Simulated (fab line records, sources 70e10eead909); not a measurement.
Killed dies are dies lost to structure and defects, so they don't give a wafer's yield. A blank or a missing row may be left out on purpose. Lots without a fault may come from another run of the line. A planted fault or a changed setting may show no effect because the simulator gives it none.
fab line records | flow nand_harc
record lots=22 wafers=66 last_day=35
route steps=1302 shown A_STAIRCASE@678
lots that met no fault: from a run of the same line without faults
start_h: hours from the record's first day to the start of the lot's first wafer shown | wait_h: hours since the lot's step before | " the same as in the row above | L1.1+2: a row that stands for several wafers | - no value, or no start given | * or withheld: withheld | < > ~ a bound
route shown NAME@n: a module of which the file shows steps, and the number in the route of the first | usual: mean/standard deviation of fault-free wafers | same: alike in all rows | chamber/n: place in a boat | sites: the reading at each site | _std_site: their standard deviation | _edge_site: outer sites' mean less inner sites' | radius_mm: how far each site lies from the wafer's centre | mask NAME#n: copy n | behind: the tool/chamber that last shaped the wafer | hold: why the lot was held/for how many hours/how that ended | device: the transistor (n, p or np) that didn't switch | end of line: the same wafers' tests at the end of the route | a step without rows: its recipe alone | killed: dies lost to structure and defects at the first sort, not the wafer's yield | map: a wafer's dies, x killed, . not, _ none there
set.NAME: the setting as run; set.NAME@STEP: as run at that earlier step | model.NAME: the simulator's own value behind a step, which no gauge read
steps of the route over a sample of lots; a table a step, a row a wafer
services: from which hour (start_h, from the record's first day; less than 0 if before it) a tool's chamber was out of use, for how many hours, and why
## steps
# step NHARC_A_STAIRCASE_ETCH_21
# recipe target_depth_a=1000 time_s=40.5 ion_energy_ev=400 c4f8_flow_sccm=20 o2_flow_sccm=10 ar_flow_sccm=withheld rf_w=600 bias_w=1000 chemistry=C4F8/O2
# usual oes_product_au=0.953/0.015 rf_fwd_power_W=591/3.2 rf_vpp_V=894/4.7
# columns lot.wafer tool chamber start_h wait_h oes_product_au rf_fwd_power_W rf_hours_counter_h rf_vpp_V
L074.2 rie_diel-04 2 - - 0.938 591 63 898
L074.6 " 1 " " 0.956 585 - 894
L074.5 " 2 " " 0.953 593 - 898
L075.4 rie_diel-01 3 - - 0.956 591 42 894
L075.3 " 2 " " 0.955 594 45 894
L075.6 " 3 " " 0.956 592 - 895
L076.2 rie_diel-01 0 - - 0.953 587 47 887
L076.4 " 2 " " 0.948 595 50 894
L076.5 " 1 " " 0.935 592 - 894
L077.3 rie_diel-01 1 - - 0.936 596 51 896
L077.1 " 2 " " 0.934 591 51 895
L077.2 " 3 " " 0.937 594 47 893
L078.2 rie_diel-05 0 - - 0.960 586 46 890
L078.3 " 1 " " 0.973 592 46 899
L078.1 " 2 " " 0.978 589 56 888
L081.1 rie_diel-01 1 - - 0.947 593 6 894
L081.4 " 2 " " 0.953 596 6 894
L081.5 " 3 " " 0.946 592 - 894
L080.2 rie_diel-05 0 - - 0.975 587 0 890
L080.1 " 1 " " 0.956 592 0 899
L080.5 " 0 " " 0.962 586 - 889
L079.2 rie_diel-05 0 - - 0.946 586 1 889
L079.4 " 2 " " 0.940 591 2 888
L079.5 " 0 " " 0.940 586 - 889
L083.2 rie_diel-01 1 - - 0.952 593 12 892
L083.5 " 0 " " 0.932 591 - 891
L083.6 " 1 " " 0.958 593 - 896
L082.2 rie_diel-05 3 - - 0.930 596 9 900
L082.1 " 0 " " 0.946 584 8 889
L082.6 " 2 " " 0.953 592 - 888
L085.3 rie_diel-04 0 - - 0.930 592 36 894
L085.5 " 1 " " 0.953 586 - 893
L085.6 " 2 " " 0.964 595 - 898
L086.3 rie_diel-04 3 - - 0.928 592 39 906
L086.2 " 0 " " 0.943 592 40 894
L086.5 " 2 " " 0.980 593 - 896
L088.1 rie_diel-01 0 - - 0.940 591 26 889
L088.2 " 1 " " 0.958 592 23 896
L088.4 " 2 " " 0.946 597 22 895
L089.1 rie_diel-05 2 - - 0.971 592 26 886
L089.6 " 3 " " 0.943 593 - 896
L089.5 " 0 " " 0.982 586 - 888
L090.3 rie_diel-01 2 - - 0.958 594 29 894
L090.2 " 3 " " 0.961 594 33 895
L090.6 " 0 " " 0.970 585 - 890
L091.1 rie_diel-04 3 - - 0.949 596 52 905
L091.4 " 1 " " 0.954 587 50 891
L091.5 " 3 " " 0.944 592 - 905
L093.3 rie_diel-01 2 - - 0.950 596 42 893
L093.5 " 2 " " 0.949 594 - 894
L093.6 " 3 " " 0.949 594 - 894
L092.1 rie_diel-01 2 - - 0.951 595 43 892
L092.3 " 0 " " 0.950 588 46 888
L092.5 " 0 " " 0.962 589 - 887
L094.4 rie_diel-05 0 - - 0.984 586 51 889
L094.2 " 3 " " 0.961 591 54 898
L094.5 " 0 " " 0.968 588 - 889
L095.3 rie_diel-04 1 - - 0.996 586 8 893
L095.6 " 2 " " 0.986 594 - 897
L095.5 " 3 " " 0.953 593 - 904
L096.2 rie_diel-05 0 - - 0.954 587 55 888
L096.3 " 2 " " 0.972 594 61 887
L096.5 " 3 " " 0.955 596 - 897
L097.3 rie_diel-01 3 - - 0.971 592 8 894
L097.2 " 0 " " 0.955 592 8 887
L097.4 " 3 " " 0.968 590 - 892
# step NHARC_A_STAIRCASE_ETCH_201
# recipe target_depth_a=1000 time_s=40.5 ion_energy_ev=400 c4f8_flow_sccm=20 o2_flow_sccm=10 ar_flow_sccm=withheld rf_w=600 bias_w=1000 chemistry=C4F8/O2
# usual oes_product_au=0.943/0.013 rf_fwd_power_W=591/3.1 rf_vpp_V=894/5.3
# columns lot.wafer tool chamber start_h wait_h oes_product_au rf_fwd_power_W rf_hours_counter_h rf_vpp_V
L074.2 rie_diel-05 1 - - 0.929 590 38 900
L074.5 " 3 " " 0.936 594 - 898
L074.6 " 0 " " 0.931 587 - 891
L075.3 rie_diel-01 1 - - 0.939 589 48 895
L075.4 " 2 " " 0.940 594 48 893
L075.6 " 3 " " 0.955 596 - 895
L076.4 rie_diel-01 2 - - 0.931 595 52 894
L076.2 " 3 " " 0.933 594 49 894
L076.5 " 1 " " 0.940 592 - 895
L077.2 rie_diel-04 3 - - 0.922 598 7 906
L077.1 " 1 " " 0.959 588 5 892
L077.3 " 2 " " 0.941 592 7 898
L078.3 rie_diel-05 0 - - 0.939 585 47 889
L078.1 " 1 " " 0.941 595 48 900
L078.2 " 2 " " 0.943 588 58 888
L081.4 rie_diel-05 1 - - 0.936 592 1 899
L081.1 " 2 " " 0.958 592 1 888
L081.5 " 1 " " 0.950 592 - 899
L080.1 rie_diel-04 1 - - 0.958 586 19 892
L080.2 " 3 " " 0.937 595 20 906
L080.5 " 2 " " 0.967 592 - 899
L079.2 rie_diel-05 2 - - 0.942 588 4 886
L079.4 " 3 " " 0.942 591 3 900
L079.5 " 3 " " 0.935 590 - 899
L082.2 rie_diel-04 0 - - 0.926 594 34 894
L082.1 " 1 " " 0.961 587 34 891
L082.6 " 1 " " 0.969 588 - 891
L083.2 rie_diel-01 1 - - 0.944 593 14 894
L083.5 " 2 " " 0.942 595 - 894
L083.6 " 3 " " 0.966 593 - 895
L085.3 rie_diel-01 1 - - 0.950 596 17 895
L085.5 " 0 " " 0.951 590 - 888
L085.6 " 1 " " 0.961 595 - 896
L086.3 rie_diel-04 0 - - 0.923 591 42 893
L086.2 " 2 " " 0.958 591 38 896
L086.5 " 3 " " 0.936 594 - 904
L088.1 rie_diel-05 2 - - 0.962 590 27 887
L088.2 " 0 " " 0.947 586 31 888
L088.4 " 1 " " 0.951 596 28 900
L089.1 rie_diel-05 3 - - 0.947 594 31 898
L089.6 " 1 " " 0.939 591 - 900
L089.5 " 2 " " 0.954 592 - 887
L090.2 rie_diel-04 1 - - 0.946 588 48 891
L090.3 " 3 " " 0.924 594 50 907
L090.6 " 0 " " 0.919 593 - 893
L091.1 rie_diel-04 0 - - 0.959 591 55 892
L091.4 " 3 " " 0.947 591 53 905
L091.5 " 0 " " 0.947 593 - 892
L093.3 rie_diel-05 2 - - 0.954 591 50 885
L093.5 " 1 " " 0.930 594 - 898
L093.6 " 3 " " 0.938 594 - 896
L092.1 rie_diel-04 3 - - 0.934 593 1 903
L092.3 " 0 " " 0.944 592 1 893
L092.5 " 2 " " 0.974 593 - 897
L094.4 rie_diel-04 0 - - 0.944 591 4 893
L094.2 " 2 " " 0.949 592 4 898
L094.5 " 3 " " 0.920 594 - 906
L095.3 rie_diel-01 1 - - 0.942 593 7 895
L095.5 " 0 " " 0.935 590 - 888
L095.6 " 1 " " 0.948 591 - 894
L096.2 rie_diel-05 3 - - 0.926 591 65 897
L096.3 " 1 " " 0.932 593 61 898
L096.5 " 2 " " 0.951 591 - 887
L097.2 rie_diel-01 2 - - 0.915 596 14 893
L097.3 " 0 " " 0.919 588 10 887
L097.4 " 0 " " 0.931 591 - 887
# step NHARC_A_STAIRCASE_TRIM_202
# recipe time_s=211.2 o2_flow_sccm=500 ar_flow_sccm=0 bias_w=0 chemistry=O2
# usual drypump_motor_current_A=5.8/0.55 mfc_ar_sccm=0.011/0.013 oes_product_au=0.998/0.012 rf_vpp_V=57.8/0.91 showerhead_plenum_p_Torr=3.49/0.14 throttle_valve_pct=17.037/0.0089
# columns lot.wafer tool chamber start_h wait_h drypump_motor_current_A mfc_ar_sccm oes_product_au rf_hours_counter_h rf_vpp_V showerhead_plenum_p_Torr throttle_valve_pct
L074.2 rie_diel-05 0 - - 6.0 0 0.993 40 57.6 3.36 17.030
L074.5 " 0 " " 6.0 0 0.996 - 57.7 3.36 17.044
L074.6 " 1 " " 4.9 0.032 1.005 - 57.8 3.62 17.039
L075.3 rie_diel-01 0 - - 6.7 0.003 0.993 44 56.3 3.33 17.027
L075.4 " 2 " " 6.2 0 0.994 48 58.7 3.48 17.028
L075.6 " 1 " " 6.0 0 0.987 - 57.2 3.51 17.033
L076.2 rie_diel-01 2 - - 6.2 0 0.999 53 58.7 3.48 17.040
L076.4 " 3 " " 6.3 0 1.000 49 58.6 3.49 17.030
L076.5 " 3 " " 6.3 0 1.003 - 56.5 3.49 17.028
L077.1 rie_diel-04 3 - - 6.6 0.006 0.972 7 58.2 3.80 17.029
L077.3 " 0 " " 5.5 0.020 1.001 5 58.4 3.47 17.028
L077.2 " 2 " " 5.3 0.017 1.009 7 58.9 3.59 17.033
L078.3 rie_diel-05 3 - - 5.3 0 1.014 56 57.9 3.62 17.040
L078.1 " 0 " " 6.0 0 0.998 47 59.0 3.35 17.054
L078.2 " 2 " " 5.7 0.034 0.995 58 57.5 3.30 17.036
L081.4 rie_diel-05 3 - - 5.2 0 0.994 1 59.0 3.62 17.041
L081.1 " 0 " " 6.0 0 1.015 1 56.6 3.35 17.053
L081.5 " 3 " " 5.2 0 0.989 - 59.1 3.62 17.038
L080.1 rie_diel-04 0 - - 5.5 0.020 0.994 20 57.3 3.46 17.042
L080.2 " 1 " " 5.6 0 0.999 20 58.9 3.44 17.044
L080.5 " 3 " " 6.6 0.006 0.972 - 57.7 3.80 17.046
L079.2 rie_diel-05 0 - - 6.0 0 1.006 4 57.3 3.35 17.039
L079.4 " 3 " " 5.3 0 0.988 4 58.7 3.61 17.050
L079.5 " 1 " " 5.0 0.032 0.992 - 58.1 3.61 17.056
L082.1 rie_diel-04 0 - - 5.5 0.020 0.987 35 57.8 3.45 17.040
L082.2 " 1 " " 5.6 0 1.000 34 58.6 3.43 17.023
L082.6 " 3 " " 6.6 0.006 0.964 - 58.0 3.79 17.056
L083.2 rie_diel-01 3 - - 6.4 0 1.008 15 57.4 3.48 17.053
L083.6 " 2 " " 6.2 0 1.007 - 58.8 3.47 17.037
L083.5 " 3 " " 6.3 0 1.018 - 58.9 3.48 17.041
L085.3 rie_diel-01 0 - - 6.7 0.003 1.001 19 57.5 3.32 17.038
L085.5 " 0 " " 6.7 0.003 1.016 - 56.6 3.32 17.032
L085.6 " 1 " " 6.1 0 1.007 - 58.0 3.49 17.050
L086.3 rie_diel-04 2 - - 5.2 0.017 1.001 38 58.5 3.57 17.039
L086.2 " 3 " " 6.6 0.006 0.973 40 60.7 3.78 17.038
L086.5 " 2 " " 5.2 0.017 1.000 - 57.9 3.57 17.041
L088.2 rie_diel-05 1 - - 4.9 0.032 0.981 28 57.5 3.59 17.031
L088.4 " 2 " " 5.7 0.034 1.004 27 57.8 3.28 17.037
L088.1 " 3 " " 5.2 0 0.986 30 57.3 3.60 17.026
L089.1 rie_diel-05 1 - - 5.0 0.032 0.981 29 57.9 3.59 17.045
L089.5 " 0 " " 6.0 0 1.001 - 57.4 3.33 17.029
L089.6 " 1 " " 4.9 0.032 0.989 - 58.8 3.59 17.026
L090.3 rie_diel-04 2 - - 5.2 0.017 1.001 47 57.9 3.57 17.036
L090.2 " 1 " " 5.6 0 1.011 48 58.3 3.42 17.027
L090.6 " 2 " " 5.2 0.017 1.006 - 57.5 3.57 17.039
L091.1 rie_diel-04 1 - - 5.6 0 1.011 51 57.7 3.42 17.049
L091.4 " 3 " " 6.6 0.006 0.986 53 59.0 3.78 17.031
L091.5 " 1 " " 5.6 0 1.009 - 58.0 3.42 17.034
L093.3 rie_diel-05 1 - - 4.9 0.032 0.994 49 59.5 3.58 17.034
L093.5 " 3 " " 5.3 0 0.986 - 57.6 3.59 17.033
L093.6 " 1 " " 4.9 0.032 0.991 - 59.7 3.58 17.036
L092.1 rie_diel-04 1 - - 5.6 0 1.009 1 57.1 3.42 17.042
L092.3 " 0 " " 5.5 0.020 1.003 1 59.0 3.44 17.031
L092.5 " 2 " " 5.3 0.017 1.008 - 57.6 3.56 17.029
L094.4 rie_diel-04 1 - - 5.6 0 1.015 4 58.2 3.42 17.030
L094.2 " 2 " " 5.3 0.017 1.022 4 57.6 3.56 17.023
L094.5 " 0 " " 5.5 0.020 1.007 - 57.1 3.44 17.049
L095.3 rie_diel-01 3 - - 6.4 0 1.004 5 56.5 3.46 17.033
L095.6 " 3 " " 6.4 0 1.002 - 58.4 3.47 17.042
L095.5 " 0 " " 6.7 0.003 0.995 - 58.9 3.30 17.035
L096.3 rie_diel-05 1 - - 4.9 0.032 0.997 61 57.3 3.57 17.043
L096.2 " 3 " " 5.3 0 0.988 65 56.7 3.58 17.034
L096.5 " 1 " " 4.9 0.032 0.996 - 58.5 3.57 17.035
L097.3 rie_diel-01 2 - - 6.2 0 0.982 14 56.7 3.44 17.034
L097.2 " 3 " " 6.3 0 1.010 10 57.4 3.46 17.024
L097.4 " 3 " " 6.4 0 1.001 - 58.8 3.46 17.037
# step NHARC_A_STAIRCASE_ETCH_203
# recipe target_depth_a=1000 time_s=40.5 ion_energy_ev=400 c4f8_flow_sccm=20 o2_flow_sccm=10 ar_flow_sccm=withheld rf_w=600 bias_w=1000 chemistry=C4F8/O2
# usual oes_product_au=0.942/0.013 rf_fwd_power_W=592/3.1 rf_vpp_V=895/5.3
# columns lot.wafer tool chamber start_h wait_h oes_product_au rf_fwd_power_W rf_hours_counter_h rf_vpp_V
L074.2 rie_diel-05 3 - - 0.940 591 47 900
L074.6 " 0 " " 0.947 586 - 889
L074.5 " 1 " " 0.950 596 - 900
L075.3 rie_diel-01 1 - - 0.931 595 48 895
L075.4 " 2 " " 0.948 596 48 894
L075.6 " 2 " " 0.940 594 - 892
L076.4 rie_diel-01 0 - - 0.936 594 49 890
L076.2 " 1 " " 0.949 592 53 895
L076.5 " 2 " " 0.941 595 - 895
L077.1 rie_diel-04 3 - - 0.924 591 7 905
L077.3 " 0 " " 0.939 593 5 895
L077.2 " 1 " " 0.950 589 5 893
L078.1 rie_diel-05 1 - - 0.949 592 48 901
L078.3 " 3 " " 0.945 596 57 900
L078.2 " 0 " " 0.932 586 48 890
L081.1 rie_diel-05 1 - - 0.941 592 1 897
L081.4 " 2 " " 0.942 593 1 888
L081.5 " 1 " " 0.943 596 - 899
L080.2 rie_diel-04 2 - - 0.961 594 19 898
L080.1 " 3 " " 0.919 598 20 906
L080.5 " 2 " " 0.970 592 - 898
L079.4 rie_diel-05 2 - - 0.957 589 4 887
L079.2 " 1 " " 0.938 592 4 899
L079.5 " 2 " " 0.954 591 - 889
L082.2 rie_diel-04 0 - - 0.942 590 35 893
L082.1 " 3 " " 0.913 595 32 907
L082.6 " 0 " " 0.940 592 - 893
L083.2 rie_diel-01 1 - - 0.942 593 14 896
L083.6 " 0 " " 0.937 588 - 889
L083.5 " 1 " " 0.950 593 - 895
L085.3 rie_diel-01 0 - - 0.942 587 19 889
L085.5 " 3 " " 0.948 593 - 893
L085.6 " 0 " " 0.925 590 - 887
L086.3 rie_diel-04 3 - - 0.915 595 40 906
L086.2 " 1 " " 0.936 590 40 892
L086.5 " 0 " " 0.925 592 - 892
L088.4 rie_diel-05 3 - - 0.955 592 30 898
L088.1 " 0 " " 0.949 584 32 889
L088.2 " 2 " " 0.967 592 27 888
L089.1 rie_diel-05 3 - - 0.944 591 31 899
L089.6 " 1 " " 0.938 594 - 899
L089.5 " 2 " " 0.961 591 - 887
L090.3 rie_diel-04 2 - - 0.937 591 47 897
L090.2 " 0 " " 0.933 594 52 893
L090.6 " 2 " " 0.948 590 - 897
L091.1 rie_diel-04 2 - - 0.953 592 49 896
L091.4 " 1 " " 0.958 586 51 893
L091.5 " 2 " " 0.946 592 - 897
L093.3 rie_diel-05 3 - - 0.944 593 53 898
L093.5 " 2 " " 0.958 591 - 885
L093.6 " 3 " " 0.940 592 - 898
L092.1 rie_diel-04 0 - - 0.949 595 1 893
L092.3 " 1 " " 0.951 589 1 893
L092.5 " 1 " " 0.946 588 - 891
L094.4 rie_diel-04 2 - - 0.948 592 4 897
L094.2 " 3 " " 0.926 592 5 904
L094.5 " 1 " " 0.956 588 - 891
L095.3 rie_diel-01 2 - - 0.932 598 7 892
L095.5 " 2 " " 0.946 595 - 893
L095.6 " 3 " " 0.947 593 - 894
L096.3 rie_diel-05 0 - - 0.947 583 56 889
L096.2 " 3 " " 0.932 594 65 897
L096.5 " 0 " " 0.950 586 - 888
L097.3 rie_diel-01 3 - - 0.948 592 10 893
L097.2 " 2 " " 0.914 596 14 894
L097.4 " 2 " " 0.919 596 - 894
# step NHARC_A_STAIRCASE_TRIM_229
# recipe time_s=211.2 o2_flow_sccm=500 ar_flow_sccm=0 bias_w=0 chemistry=O2
# usual drypump_motor_current_A=5.9/0.53 mfc_ar_sccm=0.008/0.012 oes_product_au=1.002/0.012 rf_vpp_V=57.7/0.87 showerhead_plenum_p_Torr=3.48/0.13 throttle_valve_pct=17.037/0.0087
# columns lot.wafer tool chamber start_h wait_h drypump_motor_current_A mfc_ar_sccm oes_product_au rf_hours_counter_h rf_vpp_V showerhead_plenum_p_Torr throttle_valve_pct
L074.2 rie_diel-01 0 361.91 0.1 6.7 0.003 0.988 45 58.4 3.33 17.040
L074.5 " 0 " " 6.7 0.003 1.000 - 57.1 3.33 17.030
L074.6 " 1 " " 6.1 0 0.998 - 57.4 3.51 17.030
L075.3 rie_diel-01 1 362.27 0.1 6.1 0 1.000 49 58.5 3.51 17.020
L075.4 " 3 " " 6.3 0 1.003 45 58.1 3.49 17.044
L075.6 " 2 " " 6.1 0 1.001 - 59.2 3.48 17.040
L076.2 rie_diel-04 0 384.86 0.1 5.5 0.020 1.014 6 58.3 3.47 17.042
L076.4 " 1 " " 5.6 0 1.020 6 58.7 3.44 17.038
L076.5 " 2 " " 5.2 0.017 1.005 - 58.5 3.59 17.037
L077.2 rie_diel-04 3 387.29 0.1 6.6 0.006 0.979 9 58.0 3.80 17.040
L077.1 " 0 " " 5.5 0.020 0.993 8 58.7 3.47 17.057
L077.3 " 2 " " 5.3 0.017 1.005 9 58.1 3.59 17.044
L078.2 rie_diel-01 0 393.62 0.1 6.7 0.003 1.000 0 56.6 3.33 17.037
L078.3 " 1 " " 6.0 0 1.014 0 57.4 3.50 17.047
L078.1 " 2 " " 6.2 0 1.012 1 58.3 3.48 17.026
L081.4 rie_diel-05 3 424.20 0.1 5.3 0 0.991 2 56.4 3.61 17.039
L081.1 " 0 " " 6.0 0 1.012 2 58.0 3.35 17.035
L081.5 " 3 " " 5.3 0 0.990 - 59.5 3.61 17.031
L080.1 rie_diel-01 3 424.74 0.1 6.3 0 1.011 10 58.5 3.48 17.037
L080.2 " 2 " " 6.2 0 1.004 7 57.3 3.47 17.034
L080.5 " 0 " " 6.7 0.003 1.008 - 56.6 3.33 17.034
L079.2 rie_diel-01 2 430.56 0.1 6.2 0 0.994 7 58.7 3.47 17.036
L079.4 " 0 " " 6.7 0.003 1.009 11 57.8 3.32 17.027
L079.5 " 2 " " 6.2 0 1.017 - 58.2 3.47 17.032
L082.1 rie_diel-01 2 457.26 0.1 6.2 0 1.002 13 58.2 3.47 17.029
L082.2 " 1 " " 6.1 0 1.012 14 57.5 3.50 17.040
L082.6 " 3 " " 6.3 0 1.022 - 57.9 3.48 17.037
L083.2 rie_diel-01 2 457.55 0.1 6.2 0 1.000 13 57.5 3.47 17.044
L083.5 " 3 " " 6.3 0 1.018 - 56.8 3.48 17.044
L083.6 " 0 " " 6.7 0.003 1.001 - 58.7 3.32 17.043
L085.3 rie_diel-04 2 467.56 0.1 5.2 0.017 1.008 36 57.2 3.57 17.032
L085.6 " 1 " " 5.6 0 1.009 - 58.1 3.43 17.040
L085.5 " 2 " " 5.3 0.017 1.014 - 57.3 3.57 17.041
L086.3 rie_diel-01 1 477.84 0.1 6.1 0 1.007 20 58.8 3.49 17.035
L086.2 " 2 " " 6.1 0 1.005 19 57.2 3.47 17.036
L086.5 " 1 " " 6.1 0 1.005 - 56.9 3.49 17.044
L088.4 rie_diel-05 1 500.20 0.1 4.9 0.032 0.995 29 58.3 3.59 17.023
L088.1 " 2 " " 5.7 0.034 1.015 28 56.2 3.28 17.028
L088.2 " 3 " " 5.3 0 0.993 31 57.8 3.60 17.039
L089.1 rie_diel-01 2 502.74 0.1 6.2 0 1.005 27 58.3 3.46 17.032
L089.6 " 2 " " 6.2 0 1.005 - 57.5 3.46 17.018
L089.5 " 3 " " 6.4 0 0.997 - 58.7 3.47 17.052
L090.2 rie_diel-01 3 518.06 0.1 6.4 0 1.010 35 56.7 3.47 17.040
L090.3 " 2 " " 6.2 0 0.993 31 58.6 3.46 17.036
L090.6 " 0 " " 6.7 0.003 1.010 - 57.4 3.31 17.038
L091.1 rie_diel-04 2 531.28 1.0 5.3 0.017 1.017 52 58.8 3.56 17.037
L091.4 " 0 " " 5.5 0.020 1.000 58 58.7 3.44 17.037
L091.5 " 2 " " 5.2 0.017 1.007 - 58.1 3.56 17.045
L093.3 rie_diel-05 3 548.39 0.1 5.2 0 0.999 53 58.0 3.59 17.032
L093.6 " 1 " " 5.0 0.032 0.997 - 57.3 3.58 17.029
L093.5 " 2 " " 5.7 0.034 1.017 - 55.7 3.27 17.032
L092.1 rie_diel-04 1 552.91 0.1 5.6 0 1.026 2 57.6 3.42 17.035
L092.3 " 2 " " 5.3 0.017 1.024 3 56.6 3.56 17.032
L092.5 " 0 " " 5.4 0.020 1.004 - 56.9 3.44 17.039
L094.4 rie_diel-05 3 560.87 0.1 5.3 0 0.981 56 56.2 3.58 17.023
L094.2 " 0 " " 6.0 0 1.004 52 55.9 3.32 17.026
L094.5 " 3 " " 5.2 0 0.980 - 58.3 3.58 17.022
L095.3 rie_diel-04 1 583.94 0.1 5.6 0 1.013 10 57.5 3.41 17.039
L095.5 " 2 " " 5.3 0.017 1.021 - 58.4 3.56 17.028
L095.6 " 3 " " 6.6 0.006 0.997 - 58.2 3.77 17.032
L096.2 rie_diel-04 1 586.81 0.2 5.6 0 1.014 11 58.6 3.41 17.054
L096.3 " 3 " " 6.6 0.006 0.990 16 58.2 3.77 17.038
L096.5 " 0 " " 5.5 0.020 1.005 - 55.7 3.43 17.051
L097.4 rie_diel-05 0 597.21 0.1 6.0 0 0.985 1 57.8 3.32 17.037
L097.2 " 1 " " 4.9 0.032 0.987 1 58.1 3.57 17.032
L097.3 " 2 " " 5.7 0.034 1.005 1 59.8 3.81 17.037
# step NHARC_A_STAIRCASE_TRIM_231
# recipe time_s=211.2 o2_flow_sccm=500 ar_flow_sccm=0 bias_w=0 chemistry=O2
# usual drypump_motor_current_A=5.9/0.54 mfc_ar_sccm=0.008/0.012 oes_product_au=1.002/0.011 rf_vpp_V=57.6/0.91 showerhead_plenum_p_Torr=3.49/0.14 throttle_valve_pct=17.037/0.0089
# columns lot.wafer tool chamber start_h wait_h drypump_motor_current_A mfc_ar_sccm oes_product_au rf_hours_counter_h rf_vpp_V showerhead_plenum_p_Torr throttle_valve_pct
L074.2 rie_diel-01 1 - - 6.1 0 0.981 49 57.3 3.51 17.038
L074.6 " 3 " " 6.4 0 1.017 - 56.8 3.49 17.046
L074.5 " 0 " " 6.7 0.003 0.983 - 57.2 3.33 17.048
L075.4 rie_diel-01 3 - - 6.3 0 1.011 45 56.4 3.49 17.044
L075.3 " 1 " " 6.1 0 0.997 49 57.4 3.51 17.045
L075.6 " 3 " " 6.4 0 1.017 - 57.6 3.49 17.028
L076.4 rie_diel-04 3 - - 6.6 0.006 0.975 8 58.0 3.80 17.043
L076.2 " 1 " " 5.6 0 1.019 6 58.5 3.44 17.041
L076.5 " 3 " " 6.6 0.006 0.972 - 58.1 3.80 17.039
L077.3 rie_diel-04 2 - - 5.2 0.017 1.002 9 56.4 3.59 17.034
L077.1 " 0 " " 5.5 0.020 0.994 8 57.2 3.47 17.042
L077.2 " 1 " " 5.6 0 1.004 8 56.4 3.44 17.040
L078.3 rie_diel-01 2 - - 6.2 0 1.019 1 57.5 3.47 17.027
L078.2 " 3 " " 6.3 0 1.009 1 56.3 3.49 17.031
L078.1 " 0 " " 6.7 0.003 1.008 0 57.3 3.33 17.052
L081.1 rie_diel-05 2 - - 5.7 0.034 1.004 2 57.0 3.30 17.035
L081.4 " 0 " " 6.0 0 1.014 2 56.3 3.35 17.035
L081.5 " 3 " " 5.3 0 0.986 - 57.4 3.61 17.044
L080.1 rie_diel-01 0 - - 6.7 0.003 1.010 10 58.0 3.32 17.051
L080.2 " 3 " " 6.3 0 1.004 10 56.3 3.48 17.044
L080.5 " 1 " " 6.1 0 1.006 - 57.6 3.50 17.039
L079.2 rie_diel-01 0 - - 6.7 0.003 0.992 11 56.9 3.32 17.031
L079.4 " 2 " " 6.2 0 1.002 8 58.6 3.47 17.018
L079.5 " 0 " " 6.7 0.003 1.003 - 57.9 3.32 17.042
L082.2 rie_diel-01 1 - - 6.1 0 1.017 15 57.4 3.50 17.052
L082.1 " 2 " " 6.2 0 1.002 14 59.0 3.47 17.018
L082.6 " 1 " " 6.1 0 1.011 - 57.0 3.50 17.042
L083.2 rie_diel-01 3 - - 6.3 0 1.030 16 57.7 3.48 17.059
L083.6 " 1 " " 6.1 0 1.006 - 58.1 3.50 17.043
L083.5 " 2 " " 6.2 0 1.014 - 58.0 3.47 17.013
L085.3 rie_diel-04 0 - - 5.5 0.020 0.979 40 58.7 3.45 17.044
L085.5 " 0 " " 5.5 0.020 0.990 - 57.4 3.45 17.033
L085.6 " 1 " " 5.6 0 1.006 - 56.9 3.43 17.038
L086.2 rie_diel-01 1 - - 6.1 0 1.013 21 57.2 3.49 17.044
L086.3 " 2 " " 6.2 0 1.001 19 56.1 3.47 17.036
L086.5 " 3 " " 6.4 0 1.023 - 59.2 3.48 17.047
L088.4 rie_diel-05 0 - - 6.0 0 1.016 33 58.2 3.33 17.034
L088.1 " 1 " " 5.0 0.032 1.001 29 58.9 3.59 17.048
L088.2 " 2 " " 5.8 0.034 1.008 28 56.9 3.28 17.038
L089.1 rie_diel-01 1 - - 6.1 0 1.005 27 57.5 3.49 17.047
L089.6 " 3 " " 6.3 0 1.000 - 57.3 3.47 17.034
L089.5 " 0 " " 6.7 0.003 1.010 - 56.7 3.31 17.043
L090.2 rie_diel-01 2 - - 6.2 0 1.008 31 56.7 3.46 17.036
L090.3 " 0 " " 6.7 0.003 1.008 - 57.1 3.31 17.039
L090.6 " 0 " " 6.7 0.003 1.013 - 57.2 3.31 17.040
L091.4 rie_diel-04 2 - - 5.2 0.017 1.008 52 58.7 3.56 17.034
L091.1 " 1 " " 5.6 0 1.006 54 57.0 3.42 17.032
L091.5 " 2 " " 5.2 0.017 1.015 - 58.5 3.56 17.046
L093.3 rie_diel-05 0 - - 6.0 0 1.005 49 57.4 3.32 17.057
L093.6 " 2 " " 5.7 0.034 1.016 - 56.9 3.27 17.048
L093.5 " 3 " " 5.2 0 1.002 - 58.1 3.59 17.032
L092.1 rie_diel-04 2 - - 5.3 0.017 1.010 3 58.3 3.56 17.034
L092.3 " 0 " " 5.5 0.020 1.008 2 56.8 3.44 17.052
L092.5 " 3 " " 6.6 0.006 0.992 - 58.9 3.77 17.042
L094.2 rie_diel-05 2 - - 5.8 0.034 1.002 53 56.1 3.27 17.031
L094.4 " 1 " " 5.0 0.032 0.979 52 57.9 3.58 17.029
L094.5 " 2 " " 5.7 0.034 1.008 - 56.0 3.27 17.024
L095.3 rie_diel-04 1 - - 5.6 0 1.014 10 58.5 3.41 17.033
L095.6 " 0 " " 5.5 0.020 1.004 - 56.8 3.44 17.047
L095.5 " 1 " " 5.6 0 1.005 - 57.4 3.41 17.016
L096.3 rie_diel-04 3 - - 6.6 0.006 0.986 17 58.0 3.77 17.055
L096.2 " 1 " " 5.6 0 1.003 12 57.8 3.41 17.043
L096.5 " 2 " " 5.2 0.017 1.013 - 59.5 3.55 17.036
L097.4 rie_diel-05 1 - - 4.9 0.032 1.001 2 58.2 3.57 17.029
L097.3 " 3 " " 5.3 0 0.998 1 59.3 3.58 17.030
L097.2 " 0 " " 6.0 0 0.987 1 59.0 3.32 17.036
## services
# columns tool chamber start_h hours kind
rie_diel-05 0 329.47 12.5 repair
rie_diel-01 0 336.70 - clean
rie_diel-01 1 336.70 - clean
rie_diel-01 2 336.70 - clean
rie_diel-01 3 336.70 - clean
rie_diel-04 - 356.38 9.0 pm
rie_diel-01 0 361.20 - clean
rie_diel-01 1 361.20 - clean
rie_diel-01 2 361.20 - clean
rie_diel-01 3 361.20 - clean
rie_diel-01 - 382.01 9.0 pm
rie_diel-01 0 382.01 9.0 vent_cycle
rie_diel-05 1 404.34 10.2 repair
rie_diel-05 - 407.70 9.0 pm
rie_diel-01 2 418.37 5.0 repair
rie_diel-01 3 432.83 5.4 repair
rie_diel-01 3 518.23 14.8 repair
rie_diel-04 - 533.38 9.0 pm
rie_diel-01 1 541.13 11.0 repair
rie_diel-05 0 541.14 4.4 repair
rie_diel-01 - 559.01 9.0 pm
rie_diel-05 0 571.25 7.7 repair
rie_diel-05 - 584.74 9.0 pm
rie_diel-04 2 591.69 4.0 repair
## key
fault none
